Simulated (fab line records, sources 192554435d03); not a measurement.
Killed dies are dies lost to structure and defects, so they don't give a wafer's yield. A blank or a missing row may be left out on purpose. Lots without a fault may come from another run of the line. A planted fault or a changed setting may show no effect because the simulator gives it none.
Split-lot experiment | flow n5_finfet | 7 lots, 39 wafers read, on a route of 1938 steps

THE SPLIT
At N5_HKMG_FIN_ETCH_32 (etches SOC in N2/H2, target depth 240 nm, time 300 s), the setting source_w was moved away from the recipe's 840 W on 18 of the 39 wafers read, by -11.2% to +19.2%. The other wafers ran this setting at the recipe's value.

The reading is taken at the split's own step.

THE READING
rf_vpp_V, in V, at N5_HKMG_FIN_ETCH_32 (etches SOC in N2/H2, target depth 240 nm, time 300 s). Fault-free wafers of this fab line usually give 522.8 V, standard deviation 2.1 V.

wafer  | tool, chamber at the split | source_w as run, W | against the recipe | rf_vpp_V, V | against lot-mates on the recipe
L074.1 | rie_diel-02, 0             | 840                | recipe             | 527.3       | -
L074.2 | rie_diel-02, 2             | 961.3              | +14.4%             | 499.7       | -23.2
L074.3 | rie_diel-02, 3             | 840                | recipe             | 518.8       | -
L074.4 | rie_diel-02, 3             | 961.3              | +14.4%             | 497.1       | -25.8
L074.5 | rie_diel-02, 0             | 961.3              | +14.4%             | 504.4       | -18.5
L074.6 | rie_diel-02, 2             | 840                | recipe             | 522.5       | -
L079.1 | rie_diel-02, 0             | 783.2              | -6.8%              | 537.6       | +15.4
L079.2 | rie_diel-02, 3             | 783.2              | -6.8%              | 531.8       | +9.6
L079.3 | rie_diel-02, 1             | 840                | recipe             | 521.6       | -
L079.4 | rie_diel-02, 2             | 783.2              | -6.8%              | 534.6       | +12.4
L079.5 | rie_diel-02, 2             | 840                | recipe             | 522.3       | -
L079.6 | rie_diel-02, 1             | 840                | recipe             | 522.7       | -
L088.1 | rie_diel-02, 1             | 840                | recipe             | 521.4       | -
L088.2 | rie_diel-02, 0             | 1001               | +19.2%             | 495.2       | -27.5
L088.3 | rie_diel-02, 2             | 840                | recipe             | 521.5       | -
L088.4 | rie_diel-02, 0             | 840                | recipe             | 525.1       | -
L088.5 | rie_diel-02, 1             | 1001               | +19.2%             | 492.1       | -30.6
L088.6 | rie_diel-02, 2             | 1001               | +19.2%             | 492.0       | -30.7
L089.1 | rie_diel-04, 0             | 936.7              | +11.5%             | 502.9       | -21.0
L089.2 | rie_diel-04, 1             | 840                | recipe             | 522.2       | -
L089.3 | rie_diel-04, 3             | 936.7              | +11.5%             | 507.3       | -16.6
L089.4 | rie_diel-04, 3             | 840                | recipe             | 525.5       | -
L089.5 | rie_diel-04, 0             | 936.7              | +11.5%             | 503.2       | -20.7
L089.6 | rie_diel-04, 1             | 840                | recipe             | 523.9       | -
L093.1 | rie_diel-02, 0             | 840                | recipe             | 526.2       | -
L093.2 | rie_diel-02, 2             | 840                | recipe             | 521.4       | -
L093.3 | rie_diel-02, 1             | 912.4              | +8.6%              | 508.1       | -16.1
L093.4 | rie_diel-02, 2             | 912.4              | +8.6%              | 507.8       | -16.4
L093.5 | rie_diel-02, 1             | 912.4              | +8.6%              | 509.0       | -15.2
L093.6 | rie_diel-02, 0             | 840                | recipe             | 524.9       | -
L095.1 | rie_diel-04, 2             | 840                | recipe             | 525.8       | -
L095.2 | rie_diel-04, 1             | 840                | recipe             | 522.7       | -
L095.3 | rie_diel-04, 0             | 840                | recipe             | 520.1       | -
L097.1 | rie_diel-04, 0             | 745.6              | -11.2%             | 540.7       | +18.2
L097.2 | rie_diel-04, 1             | 745.6              | -11.2%             | 542.5       | +20.0
L097.3 | rie_diel-04, 2             | 840                | recipe             | 524.9       | -
L097.4 | rie_diel-04, 0             | 840                | recipe             | 520.8       | -
L097.5 | rie_diel-04, 1             | 840                | recipe             | 521.8       | -
L097.6 | rie_diel-04, 2             | 745.6              | -11.2%             | 545.6       | +23.1

THE FIT
A straight line over all 39 wafers: rf_vpp_V changes by -1.63 V for each +1% of source_w; r = -0.99; the points scatter about the line by 2.3 V.
The same after taking each lot's own level away (the mean of its wafers on the recipe; 39 wafers): -1.65 V for each +1%; r = -0.99; scatter 2.3 V.
On that fit, the largest move of source_w shifts the reading by 32 V.
The lots' own levels span 522.20 to 524.17 V, that is 0.9 times the standard deviation above.
So the lot-to-lot level changes the slope little: the two slopes agree.
Check: with one of the wafers moved furthest among these (+19.2%) left out of the fit, the line predicts -31.9 V for it against its lot-mates. It came out at -27.5 V against them.
Tool readings at the split's step, against how far the setting was moved: rf_vpp_V r = -0.99.

OTHER SPLITS ON THESE WAFERS
These wafers also went through other splits before the reading. Each is held against what the fit with the lots' levels taken away leaves over:
other split on the same wafers       | wafers away from the commonest value | r with rf_vpp_V (lot level and that fit taken away)
N5_DUMMY_GATE_EXPOSE_12 dose_mj      | 18                                   | -0.12
N5_DUMMY_GATE_ETCH_37 source_w       | 15                                   | +0.03
N5_DUMMY_GATE_ETCH_31 target_depth_a | 18                                   | -0.19

THE WHOLE CHAIN: every reading that the file lists as answering this split, in the file's order
step                | what it does                                         | reading                                                                           | change (the file's fit)                | r (the file's)
N5_HKMG_FIN_ETCH_32 | etches SOC in N2/H2, target depth 240 nm, time 300 s | rf_vpp_V                                                                          | -1.64 V for each +1% of the setting    | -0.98
N5_HKMG_FIN_ETCH_32 | etches SOC in N2/H2, target depth 240 nm, time 300 s | etch.depth_nm (the simulator's own value, which no gauge read)                    | +2.06 nm for each +1% of the setting   | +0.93
N5_HKMG_FIN_ETCH_32 | etches SOC in N2/H2, target depth 240 nm, time 300 s | HKMG_FIN.feature_depth_nm (the simulator's own value, which no gauge read)        | +2.06 nm for each +1% of the setting   | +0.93
N5_HKMG_FIN_ETCH_32 | etches SOC in N2/H2, target depth 240 nm, time 300 s | SiARC_of_HKMG_FIN_COAT_30.thk_nm (the simulator's own value, which no gauge read) | -0.0729 nm for each +1% of the setting | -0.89

THE FILE'S OWN FIT
rf_vpp_V changes by -1.64 V for each +1% of source_w, r = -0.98.
